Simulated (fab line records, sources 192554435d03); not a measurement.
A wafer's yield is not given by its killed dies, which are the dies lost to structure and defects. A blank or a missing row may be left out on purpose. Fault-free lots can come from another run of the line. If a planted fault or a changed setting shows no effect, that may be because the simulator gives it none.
One fault through the eyes of 3 desks ; flow n5_finfet ; what lay behind the numbers comes last; until then each desk has only its own

THE TOOL OWNER'S DESK: litho_track-04
The tool's own readings at N5_DUMMY_GATE_COAT_09 (resist thk 30 nm): means of the sampled wafers that have a number, for each lot that ran on this tool. Marked OUT: a lot whose mean sits more than 4 standard deviations from the usual mean, which makes it out of limits; the brackets give that distance.
Columns: A = spin_speed_rpm at N5_DUMMY_GATE_COAT_09, usual 1500.1 rpm
lot;first seen here;A
L211;day 4 17:31;1500.4
L218;day 6 11:05;1337.0 (-99 or more) OUT
L221;day 7 04:49;1337.1 (-99 or more) OUT
Finding of this desk: L218, L221 out of limits; the first was L218 at day 6 11:05, on spin_speed_rpm at N5_DUMMY_GATE_COAT_09. L211 stayed within limits.

AT THE METROLOGY DESK
Means of the sampled wafers that have a number, per lot and without regard to the tool the lot ran on: this is what the gauges read. Marked OUT: a lot whose mean sits more than 4 standard deviations from the usual mean, which makes it out of limits; the brackets give that distance. Shown here are 7 of its 13 readings, the ones lying furthest out on some lot.
Columns: A = thk_nm at N5_DUMMY_GATE_THK_MEAS_05, usual 72.1 nm; B = GATE_OVL at N5_DUMMY_GATE_OVL_MEAS_16, usual -0.4 nm; C = DIBL_P at N5_BEOL_M4_RC_MEAS_101, usual 37.3 mV/V; D = IOFF_P at N5_BEOL_M4_RC_MEAS_101, usual 0.23 nA/um; E = ION_P at N5_BEOL_M4_RC_MEAS_101, usual 460 uA/um; F = VT_N at N5_BEOL_M4_RC_MEAS_101, usual 249 mV; G = VT_P at N5_BEOL_M4_RC_MEAS_101, usual -250 mV
lot;first seen here;A;B;C;D;E;F;G
L206;day 3 07:11;74.0;0.2;35.9;0.22;458;249;-251
L211;day 4 13:29;71.3;-1.0;37.5;0.17;453;251;-257
L218;day 6 07:02;72.2;-1.3;37.0;0.23;458;249;-249
L219;day 6 15:23;72.8;-0.8;38.1;0.21;462;249;-253
L221;day 7 00:47;71.2;-0.3;33.2;0.16;448;256;-255
L223;day 7 11:30;70.9;-0.0;38.1;0.26;465;247;-247
This desk found nothing out of limits on any of the 6 lots.

THE DEFECT DESK
What the inspections along the route counted, lot by lot: means of the sampled wafers that have a number. Marked OUT: a lot whose mean sits more than 4 standard deviations from the usual mean, which makes it out of limits; the brackets give that distance.
Columns: A = raw_defect_count at N5_DUMMY_GATE_INSPECT_17, usual 186
lot;first seen here;A
L206;day 3 11:35;211
L211;day 4 17:54;188
L218;day 6 11:34;156
L219;day 6 19:46;233
L221;day 7 05:10;248
L223;day 7 17:50;166
This desk found nothing out of limits on any of the 6 lots.

TAKEN TOGETHER
The tool owner's desk had the chance to raise an alarm at day 6 11:05 on L218, L221.
Nothing out of limits was seen by the metrology desk.
The defect desk saw nothing out of limits.
The metrology desk holds a record of L218, L221, inside its limits.
The defect desk has L218, L221 on record, within its limits.
All the named lots went through N5_DUMMY_GATE_COAT_09 on litho_track-04.

WHAT THE SIMULATOR HAD PUT IN
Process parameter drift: litho_track-04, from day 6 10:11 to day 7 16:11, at N5_DUMMY_GATE_COAT_09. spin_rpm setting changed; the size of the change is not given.
Struck lots among those shown: L218, L221.
How many hours passed from the start of the fault until each desk's first out-of-limits reading: the tool owner's desk, 1.
